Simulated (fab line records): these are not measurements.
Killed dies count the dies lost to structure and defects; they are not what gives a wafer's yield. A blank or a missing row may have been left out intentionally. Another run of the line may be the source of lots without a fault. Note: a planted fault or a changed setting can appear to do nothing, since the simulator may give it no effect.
fab line records    flow nand_harc
record: lots: 14  wafers: 42  last_day: 33
route steps=1302 shown A_WL_FILL@952
lots that met no fault: from a run of the same line without faults
start_h: the number of hours between the record's first day and the start of the first shown wafer of the lot    wait_h: hours from the lot's prior step to this one    " unchanged from the row above    L1.1+2: several wafers, shown together as one row    - no value present, or no start provided    * or withheld: withheld    < > ~ a bound
route shown NAME@n: NAME is a module with steps in the file, n the number in the route of the first one    usual: mean/standard deviation taken from wafers without a fault    same: alike in all rows    chamber/n: place in a boat    sites: per-site readings    _std_site: the values' standard deviation    _edge_site: mean of outer sites minus mean of inner sites    radius_mm: for every site, how far away it sits from the centre of the wafer    mask NAME#n: copy n    behind: the most recent tool/chamber to have shaped the wafer    hold: reason for holding the lot/hours on hold/outcome of the hold    device: names the non-switching transistor (n, p or np)    end of line: tests run on the same wafers once the route is complete    step lacking rows: just its recipe    killed: dies lost to structure and defects at the first sort, not the wafer's yield    map: shows each die of a wafer: x if killed, . if not, _ if none is there
set.NAME: the setting that was run; set.NAME@STEP: the one run at that earlier step    model.NAME: the simulator's own value behind a step, which no gauge read
steps of the route over a sample of lots; a table a step, a row a wafer
services: the hour from which a tool's chamber was out of use, counted from the record's first day as start_h (under 0 if before that day), plus the number of hours and why
== steps ==
step: NHARC_A_WL_FILL_ALD_00
recipe: target_thk_a: 30  pulse_time_s: 3  ald_cycles: 30  temp_c: 300  material: Al2O3
usual: ald_cycles: 30/0  heater_power_w: 457/53  precursor_pulse_height_rel: 1.001/0.02
same: pulse_time_s: 3
lot.wafer  tool       chamber  start_h  wait_h  ald_cycles  heater_power_w  precursor_pulse_height_rel
L151.3     ald_hk-01  0        484.22   3.5     30          558             1.015
L151.5     "          0        "        "       30          559             1.017
L151.6     "          1        "        "       30          494             0.997
L152.4     ald_hk-02  3        513.59   0.1     30          504             1.003
L152.3     "          0        "        "       30          455             1.024
L152.2     "          2        "        "       30          475             1.034
L155.1     ald_hk-03  2        513.61   0.1     30          370             0.990
L155.6     "          1        "        "       30          422             1.008
L155.5     "          2        "        "       30          370             0.986
L153.3     ald_hk-01  1        517.29   0.1     30          505             1.020
L153.4     "          3        "        "       30          361             0.989
L153.6     "          1        "        "       30          486             1.006
L154.4     ald_hk-03  3        525.34   0.1     30          464             1.019
L154.3     "          0        "        "       30          470             1.024
L154.5     "          2        "        "       30          366             1.023
L156.4     ald_hk-03  3        530.10   0.1     30          459             0.986
L156.2     "          0        "        "       30          477             1.004
L156.5     "          3        "        "       30          468             1.040
L157.3     ald_hk-03  1        544.85   0.2     30          409             1.013
L157.4     "          0        "        "       30          472             1.004
L157.6     "          2        "        "       30          366             0.969
L162.4     ald_hk-01  0        603.04   0.1     30          564             0.998
L162.2     "          1        "        "       30          501             1.042
L162.1     "          2        "        "       30          521             0.998
L165.1     ald_hk-01  3        617.69   0.1     30          376             1.019
L165.3     "          0        "        "       30          561             1.006
L165.5     "          1        "        "       30          484             1.040
L167.2     ald_hk-02  2        660.13   1.8     30          464             1.002
L167.1     "          3        "        "       30          519             1.015
L167.3     "          0        "        "       30          423             1.034
L170.3     ald_hk-01  0        672.65   0.1     30          531             1.011
L170.1     "          3        "        "       30          399             0.959
L170.5     "          1        "        "       30          496             0.989
L169.4     ald_hk-01  1        672.87   0.3     30          479             0.977
L169.1     "          2        "        "       30          501             1.014
L169.6     "          0        "        "       30          532             0.986
L171.4     ald_hk-03  3        679.01   1.0     30          466             1.009
L171.3     "          0        "        "       30          464             0.989
L171.5     "          2        "        "       30          363             1.004
L172.4     ald_hk-01  3        697.35   0.1     30          400             1.003
L172.1     "          0        "        "       30          524             0.999
L172.5     "          3        "        "       30          382             0.951
step: NHARC_A_WL_FILL_CVD_03
recipe: target_thk_a: 400  temp_c: 300  pressure_torr: 40  wf6_flow_sccm: 40  h2_flow_sccm: 1600  ar_flow_sccm: 1560  time_s: 279  material: W
usual: heater_power_w: 442/28  throttle_valve_pct: 8.04/0.2
lot.wafer  tool      chamber  start_h  wait_h  heater_power_w  throttle_valve_pct
L151.3     cvd_w-02  1        485.48   0.4     387             7.94
L151.6     "         1        "        "       394             7.93
L151.5     "         0        "        "       456             8.21
L155.1     cvd_w-02  1        514.49   0.1     383             7.94
L155.5     "         1        "        "       392             7.81
L155.6     "         0        "        "       454             8.49
L152.2     cvd_w-01  0        514.72   0.1     433             7.94
L152.4     "         1        "        "       460             7.82
L152.3     "         0        "        "       438             8.07
L153.3     cvd_w-02  0        518.31   0.2     456             8.45
L153.4     "         1        "        "       389             8.25
L153.6     "         0        "        "       453             8.08
L154.4     cvd_w-01  0        526.32   0.2     437             8.12
L154.3     "         1        "        "       471             7.90
L154.5     "         0        "        "       453             7.83
L156.2     cvd_w-01  1        531.03   0.1     447             8.02
L156.4     "         1        "        "       473             7.70
L156.5     "         0        "        "       445             8.16
L157.4     cvd_w-02  0        545.86   0.2     456             8.25
L157.3     "         1        "        "       398             8.07
L157.6     "         0        "        "       449             8.23
L162.2     cvd_w-01  1        603.96   0.1     476             7.81
L162.1     "         0        "        "       435             8.07
L162.4     "         1        "        "       459             7.83
L165.1     cvd_w-01  0        618.76   0.1     439             8.12
L165.3     "         0        "        "       444             7.85
L165.5     "         1        "        "       472             7.75
L167.2     cvd_w-01  0        661.23   0.3     432             8.25
L167.1     "         1        "        "       483             8.10
L167.3     "         0        "        "       437             8.30
L170.1     cvd_w-01  1        673.57   0.1     486             8.11
L170.3     "         0        "        "       438             7.88
L170.5     "         1        "        "       470             8.09
L169.1     cvd_w-01  1        673.87   0.2     459             7.96
L169.4     "         0        "        "       441             8.21
L169.6     "         0        "        "       446             8.07
L171.3     cvd_w-01  1        679.97   0.2     482             7.88
L171.4     "         0        "        "       440             8.16
L171.5     "         1        "        "       472             8.23
L172.1     cvd_w-01  0        698.29   0.1     435             8.60
L172.4     "         0        "        "       436             8.21
L172.5     "         0        "        "       436             7.97
step: NHARC_A_WL_FILL_ALD_19
recipe: target_thk_a: 20  pulse_time_s: 3  ald_cycles: 100  temp_c: 450  material: TiN
usual: ald_cycles: 100/0  heater_power_w: 1061/91  precursor_pulse_height_rel: 1.001/0.02
same: pulse_time_s: 3
lot.wafer  tool          chamber  start_h  wait_h  ald_cycles  heater_power_w  precursor_pulse_height_rel
L151.3     ald_metal-04  3        501.76   0.1     100         1147            1.026
L151.6     "             1        "        "       100         1014            0.995
L151.5     "             2        "        "       100         1025            0.974
L152.3     ald_metal-04  3        531.01   0.1     100         1126            1.004
L152.2     "             0        "        "       100         1147            1.023
L152.4     "             1        "        "       100         1048            0.991
L155.1     ald_metal-02  3        531.02   0.1     100         1034            1.038
L155.5     "             2        "        "       100         1034            0.983
L155.6     "             3        "        "       100         1048            0.980
L153.4     ald_metal-02  3        536.14   0.1     100         1010            0.988
L153.3     "             0        "        "       100         968             1.037
L153.6     "             3        "        "       100         1031            1.018
L154.3     ald_metal-02  2        542.64   0.1     100         1029            0.987
L154.4     "             0        "        "       100         935             1.043
L154.5     "             3        "        "       100         1018            0.967
L156.2     ald_metal-02  1        547.29   0.1     100         1100            1.000
L156.4     "             2        "        "       100         1012            0.954
L156.5     "             0        "        "       100         932             0.980
L157.4     ald_metal-04  0        563.77   0.1     100         1174            0.964
L157.3     "             2        "        "       100         1004            0.990
L157.6     "             1        "        "       100         1023            1.006
L162.2     ald_metal-02  1        620.66   0.1     100         1113            1.002
L162.4     "             2        "        "       100         983             1.017
L162.1     "             0        "        "       47          947             1.028
L165.3     ald_metal-02  2        635.29   0.1     100         992             1.024
L165.1     "             0        "        "       47          942             0.981
L165.5     "             3        "        "       100         985             0.996
L167.2     ald_metal-03  0        677.34   0.1     100         948             0.999
L167.1     "             2        "        "       100         1145            1.034
L167.3     "             3        "        "       100         1300            1.008
L169.4     ald_metal-04  0        693.18   0.1     100         1099            0.973
L169.1     "             1        "        "       100         1025            0.999
L169.6     "             0        "        "       100         1103            1.011
L170.3     ald_metal-03  0        693.18   0.1     100         977             1.002
L170.1     "             2        "        "       100         1212            0.992
L170.5     "             0        "        "       100         959             0.975
L171.4     ald_metal-02  3        693.25   0.1     100         999             1.007
L171.3     "             0        "        "       100         944             1.003
L171.5     "             2        "        "       100         998             1.005
L172.1     ald_metal-02  2        716.15   0.1     100         999             1.030
L172.4     "             1        "        "       100         1104            0.998
L172.5     "             3        "        "       100         1002            1.037
step: NHARC_A_WL_FILL_CMP_12
recipe: t_overpolish_s: 30  target_thk_nm: 100
usual: motor_current_A: 11.8/1.3  overpolish_run_s: 30.002/0.0085  pad_life_wafers: 213/110  slurry_filter_dp_kPa: 13.48/0.14  time_to_endpoint_s: 19.6/1.9
lot.wafer  tool    chamber  start_h  wait_h  motor_current_A  overpolish_run_s  pad_life_wafers  slurry_filter_dp_kPa  time_to_endpoint_s
L151.3     cmp-03  1        502.15   0.2     11.7             29.993            152              13.70                 21.2
L151.5     "       3        "        "       12.4             29.984            -                13.52                 21.0
L151.6     "       0        "        "       10.9             30.008            -                13.37                 18.4
L152.3     cmp-03  2        531.49   0.1     12.3             29.994            259              13.30                 20.5
L152.2     "       3        "        "       12.3             30.001            260              13.48                 19.5
L152.4     "       0        "        "       11.2             29.996            261              13.36                 17.8
L155.1     cmp-01  1        531.60   0.1     11.4             30.006            162              13.65                 22.0
L155.5     "       1        "        "       11.1             30.001            -                13.38                 17.2
L155.6     "       2        "        "       12.4             29.986            -                13.40                 17.5
L153.4     cmp-01  0        536.52   0.1     13.8             29.995            186              13.78                 20.4
L153.3     "       3        "        "       12.5             30.011            189              13.57                 18.2
L153.6     "       1        "        "       11.6             30.009            -                13.65                 20.9
L154.4     cmp-03  2        543.07   0.1     12.4             30.019            319              13.25                 18.7
L154.3     "       3        "        "       12.5             30.012            320              13.45                 18.5
L154.5     "       2        "        "       11.7             30.002            -                13.45                 18.9
L156.4     cmp-04  2        547.66   0.1     13.2             30.010            61               13.59                 20.2
L156.2     "       0        "        "       9.8              30.001            63               13.46                 18.5
L156.5     "       1        "        "       10.9             29.999            -                13.43                 16.3
L157.4     cmp-04  0        564.15   0.1     9.8              29.999            96               13.34                 22.0
L157.3     "       2        "        "       13.7             29.998            98               13.69                 20.2
L157.6     "       1        "        "       10.7             29.993            -                13.39                 20.5
L162.1     cmp-01  2        621.04   0.1     12.5             30.018            162              13.45                 16.5
L162.2     "       3        "        "       12.8             30.013            163              13.69                 20.9
L162.4     "       0        "        "       13.9             30.005            164              13.31                 21.0
L165.1     cmp-01  3        636.01   0.2     13.4             30.021            246              13.45                 18.3
L165.3     "       1        "        "       11.8             29.998            248              13.30                 19.4
L165.5     "       3        "        "       12.9             30.007            -                13.57                 18.9
L167.1     cmp-03  2        677.87   0.2     11.4             30.009            85               13.62                 18.9
L167.3     "       3        "        "       12.1             29.998            86               13.74                 18.6
L167.2     "       0        "        "       11.3             30.001            87               13.53                 18.7
L170.1     cmp-01  3        693.61   0.2     12.1             30.001            38               13.47                 21.8
L170.3     "       0        "        "       13.6             29.992            39               13.43                 22.3
L170.5     "       2        "        "       12.3             30.005            -                13.40                 20.3
L169.4     cmp-03  1        693.70   0.1     11.8             29.994            132              13.54                 20.7
L169.1     "       3        "        "       13.1             30.000            134              13.70                 15.9
L169.6     "       2        "        "       12.2             29.998            -                13.55                 20.3
L171.3     cmp-04  3        694.02   0.2     10.6             29.996            344              13.38                 15.9
L171.4     "       0        "        "       9.6              29.995            345              13.54                 19.9
L171.5     "       1        "        "       10.6             29.997            -                13.38                 18.9
L172.1     cmp-04  1        716.58   0.2     11.0             30.005            410              13.64                 19.6
L172.4     "       2        "        "       13.9             29.998            411              13.56                 23.1
L172.5     "       3        "        "       10.5             30.001            -                13.31                 22.8
== services ==
tool          chamber  start_h  hours  kind
ald_hk-01     -        474.00   10.0   pm
ald_metal-04  -        474.00   10.0   pm
cmp-01        -        479.82   4.0    pm
cvd_w-02      -        502.18   0.7    repair
cmp-04        -        530.79   4.0    pm
cmp-03        -        533.97   0.5    repair
cmp-01        -        544.81   0.8    repair
ald_metal-02  0        548.67   16.3   repair
cmp-03        -        555.01   2.0    repair
cmp-03        -        557.06   4.0    pm
cmp-01        -        561.08   0.4    repair
cvd_w-01      -        561.17   13.0   pm
cmp-01        -        562.22   2.2    repair
cmp-03        -        570.65   1.0    repair
ald_hk-01     -        575.36   1.1    repair
cmp-01        -        577.82   4.0    pm
cmp-03        -        584.61   5.7    repair
cmp-03        -        597.82   1.5    repair
ald_metal-02  1        597.89   16.5   repair
ald_metal-02  -        610.00   10.0   pm
ald_hk-01     -        652.00   10.0   pm
cmp-03        -        655.06   4.0    pm
cmp-01        -        675.82   4.0    pm
cvd_w-01      1        700.30   2.6    repair
== key ==
first_sign: step: NHARC_A_WL_FILL_ALD_19  reading: ald_cycles  direction: down  sigmas: 99+  usual: 100  struck: 47
effect none on later readings
met_at NHARC_A_WL_FILL_ALD_19
struck_lots L162,L165
struck_wafers L162.1,L165.1
later_rows_left_out L162.1,L165.1
sort_left_out L162.1,L165.1
tester_left_out L162,L165
not_acting_at NHARC_A_WL_FILL_ALD_00,NHARC_A_WL_FILL_CVD_03,NHARC_A_WL_FILL_CMP_12
onset_between 547.29 620.66
fault: kind: process_parameter_drift  tool: ald_metal-02  chamber: 0  onset_h: 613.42  steps: NHARC_A_WL_FILL_ALD_19  channel: ald_cycles  offset: -53  shape: step  end_h: 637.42  acts_in: these_recipes_only  stated: 100
tester_left_out: of these lots the tester's yield and bins aren't shown, on N5 and GAA mostly nor the transistor test; their killed dies are dies lost to structure and defects alone, not to doping, threshold or leakage, so they don't give the yield
sort_left_out: the simulated sort isn't trusted on such a fault, so these wafers' sort isn't shown, and their yield isn't known
later_rows_left_out: the simulator's readings of these wafers behind a module that went badly wrong aren't trusted and aren't shown, but for the sort
